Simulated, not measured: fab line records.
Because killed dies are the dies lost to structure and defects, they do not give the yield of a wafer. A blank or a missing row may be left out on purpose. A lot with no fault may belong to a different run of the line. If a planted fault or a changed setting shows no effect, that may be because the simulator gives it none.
Chamber matching | flow n5Finfet | 3 sister chambers for N5_BEOL_M5_CURE_79 on uvCure-02
The step cures SiCOH lowk, time 240 s. 6 wafers are shown with their chamber, then 12 later ones without.

## WAFERS PAIRED WITH THEIR CHAMBERS
wafer  | chamber | wafer_temp_C_max | lampPowerPct (%)
L076.3 | 1       | 385.7            | 52.38
L076.5 | 1       | 386.4            | 52.33
L079.2 | 0       | 387.9            | 52.33
L079.5 | 0       | 387.1            | 52.27
L080.3 | 2       | 386.3            | 52.36
L080.4 | 2       | 386.8            | 52.26

## WAFERS WHOSE CHAMBER IS MISSING
wafer  | wafer_temp_C_max | lampPowerPct (%)
L082.1 | 385.9            | 52.33
L082.3 | 386.3            | 52.28
L082.6 | 385.6            | 52.28
L092.1 | 388.1            | 52.41
L092.2 | 387.6            | 52.24
L092.5 | 387.7            | 52.27
L097.1 | 386.6            | 52.38
L097.3 | 386.3            | 52.27
L097.5 | 386.3            | 52.27
L097.2 | 386.3            | 52.27
L097.4 | 385.9            | 52.22
L097.6 | 386.2            | 52.33

## EACH ONE'S CHAMBER
wafer  | from the rows above          | in truth
L082.1 | can't be placed: 1 or 2      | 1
L082.3 | can't be placed: 2 or 1 or 0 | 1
L082.6 | can't be placed: 1 or 2      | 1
L092.1 | can't be placed: 0 or 2 or 1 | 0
L092.2 | can't be placed: 0 or 2      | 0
L092.5 | can't be placed: 0 or 2      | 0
L097.1 | can't be placed: 1 or 2 or 0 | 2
L097.3 | can't be placed: 2 or 1 or 0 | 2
L097.5 | can't be placed: 2 or 1 or 0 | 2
L097.2 | can't be placed: 2 or 1 or 0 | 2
L097.4 | can't be placed: 2 or 1 or 0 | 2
L097.6 | can't be placed: 1 or 2      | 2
Placed correctly: 0 of 12. Can't be placed from these rows: 12 (the true chamber is among the candidates in 12). 0 placed wrongly.
How it was worked out, from the rows above alone: a wafer's distance from a chamber is the root of the sum, over the readings, of the square of ((its reading less the chamber's mean) divided by the reading's scatter). The wafer belongs to the nearest chamber; if the next one is less than 2 further off, it can't be placed. A chamber's mean is the mean of its shown wafers. The scatter is the square root of a quotient: the sum, over the shown wafers, of each reading's squared deviation from its chamber's mean, divided by wafers minus chambers.
